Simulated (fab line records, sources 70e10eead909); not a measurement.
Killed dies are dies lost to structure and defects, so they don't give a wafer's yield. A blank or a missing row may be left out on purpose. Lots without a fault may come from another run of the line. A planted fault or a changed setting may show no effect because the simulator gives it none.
Problem report in the 8D (eight disciplines) form, filled by code | flow nand_harc | the parts of the form that need people (team, actions taken, sign-off) are left out

1. THE PROBLEM
heater_power_total_W at NHARC_A_BLC_SOFTBAKE_05 reads a mean of 183.55 W on 6 wafers of 2 lots; wafers without a fault read 188.45 W with a standard deviation of 0.14. That is -35 standard deviations from the usual mean.
The step: time 55 s.
First seen on wafer L530.1, day 20 05:00, on litho_track-06. The record holds 39 wafers of 13 lots with a number at this step. Rule for "out", or "out of limits": more than 4 standard deviations from the usual mean. The other wafers with a number count as sound.

2. WHAT IT IS AND WHAT IT IS NOT
question                    | is                     | is not
which readings at this step | heater_power_total_W   | exhaust_pa, plate_temp_C, resist_line_temp_C
which lots                  | L529, L530             | L518, L519, L520, L521, L522, L523, L533, L537, L538, L539, L540
which wafers of those lots  | all that have a number | -
read on which tools         | litho_track-06         | litho_track-01, litho_track-04
when                        | from day 20 05:00      | up to then (18 sound wafers); but 15 sound wafers of L533, L537, L538, L539, L540 came after

3. SUSPECTS, AND WHAT RULES EACH OUT
Counting: a tool at a process step up to the reading stays a suspect if it ran every lot that is out and no sound lot after the first of them.
- har_cap_etch-03 at NHARC_A_CONTACT_ETCH_138 (etches the open film in C4F8/O2/Ar, time 132 s, target depth 1289 nm): kept. It ran every lot that is out, first L530 (day 20 01:59), and no sound lot after that; its last sound lot up to then is L522 (day 18 01:43).
- har_cap_etch-03 at NHARC_A_CONTACT_ETCH_139 (etches the open film in C4F8/O2/Ar, time 137 s, target depth 590 nm): kept. It ran every lot that is out, first L530 (day 20 02:08), and no sound lot after that; its last sound lot up to then is L522 (day 18 01:51).
- litho_track-06 at NHARC_A_BLC_SOFTBAKE_05 (time 55 s): kept. It ran every lot that is out, first L530 (day 20 05:00), and no sound lot after that; its last sound lot up to then is L523 (day 18 19:00). Its own readings are out on those wafers: heater_power_total_W.
Left after counting: har_cap_etch-03 at NHARC_A_CONTACT_ETCH_138, har_cap_etch-03 at NHARC_A_CONTACT_ETCH_139, litho_track-06 at NHARC_A_BLC_SOFTBAKE_05.

4. THE CAUSE (what the simulator had put in)
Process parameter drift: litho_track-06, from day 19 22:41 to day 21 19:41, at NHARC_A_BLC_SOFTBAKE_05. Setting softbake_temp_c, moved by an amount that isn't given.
Counting left 3 suspects, and this tool is among them.

5. THE CHAIN OF EFFECTS, in route order
Each row: a reading whose mean over the struck wafers that have a number lies more than 3 standard deviations from the usual. Only readings for which the record gives a usual standard deviation are gone through. hours: the time from each lot's start at the first step in this table that gives one to its start at this step, as a median over the lots. sigmas: the change in usual standard deviations.
hours | step                    | reading              | usual    | on struck wafers | change | sigmas
0     | NHARC_A_BLC_SOFTBAKE_05 | heater_power_total_W | 188.45 W | 183.55           | -4.90  | -35
The process steps in it:
- NHARC_A_BLC_SOFTBAKE_05: time 55 s.

6. WHAT WOULD HAVE CAUGHT IT SOONER
In this record the first reading out of limits was taken at day 20 05:00, 6 hours after the fault began at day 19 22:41.
